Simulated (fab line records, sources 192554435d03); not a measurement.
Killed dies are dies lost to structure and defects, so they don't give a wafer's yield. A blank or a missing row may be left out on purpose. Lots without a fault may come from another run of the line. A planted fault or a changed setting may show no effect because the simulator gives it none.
Chamber matching | flow n5_finfet | N5_BEOL_M11_DEP_56 on pecvd-04: 3 sister chambers
The step deposits SiCN from 3MS/NH3, target thk 30 nm, time 10.5 s. 6 wafers are shown with their chamber, then 7 later ones without.

WAFERS WITH THEIR CHAMBER
wafer  | chamber | showerhead_plenum_p_Torr (Torr) | throttle_valve_pct (%)
L084.4 | 1       | 4.185                           | 17.1
L085.3 | 2       | 4.164                           | 17.1
L085.5 | 2       | 4.173                           | 16.9
L085.6 | 0       | 4.126                           | 17.1
L087.2 | 1       | 4.186                           | 17.1
L087.4 | 0       | 4.131                           | 17.1

WAFERS WITHOUT THEIR CHAMBER
wafer  | showerhead_plenum_p_Torr (Torr) | throttle_valve_pct (%)
L087.6 | 4.181                           | 17.1
L088.2 | 4.154                           | 17.3
L088.3 | 4.183                           | 17.1
L088.5 | 4.126                           | 17.1
L094.4 | 4.167                           | 17.1
L094.5 | 4.131                           | 17.0
L094.6 | 4.183                           | 17.2

WHICH CHAMBER EACH WENT THROUGH
wafer  | from the rows above     | in truth
L087.6 | 1                       | 1
L088.2 | can't be placed: 2 or 0 | 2
L088.3 | 1                       | 1
L088.5 | 0                       | 0
L094.4 | 2                       | 2
L094.5 | 0                       | 0
L094.6 | 1                       | 1
Placed correctly: 6 of 7. Can't be placed from these rows: 1 (the true chamber is among the candidates in 1). Placed wrongly: 0.
How it was worked out, from the rows above alone: a wafer's distance from a chamber is the root of the sum, over the readings, of the square of ((its reading less the chamber's mean) divided by the reading's scatter). The wafer belongs to the nearest chamber; if the next one is less than 2 further off, it can't be placed. A chamber's mean is the mean of its shown wafers. The scatter: the root of (the sum of the squares of (reading less its chamber's mean) over the shown wafers, divided by (wafers less chambers)).
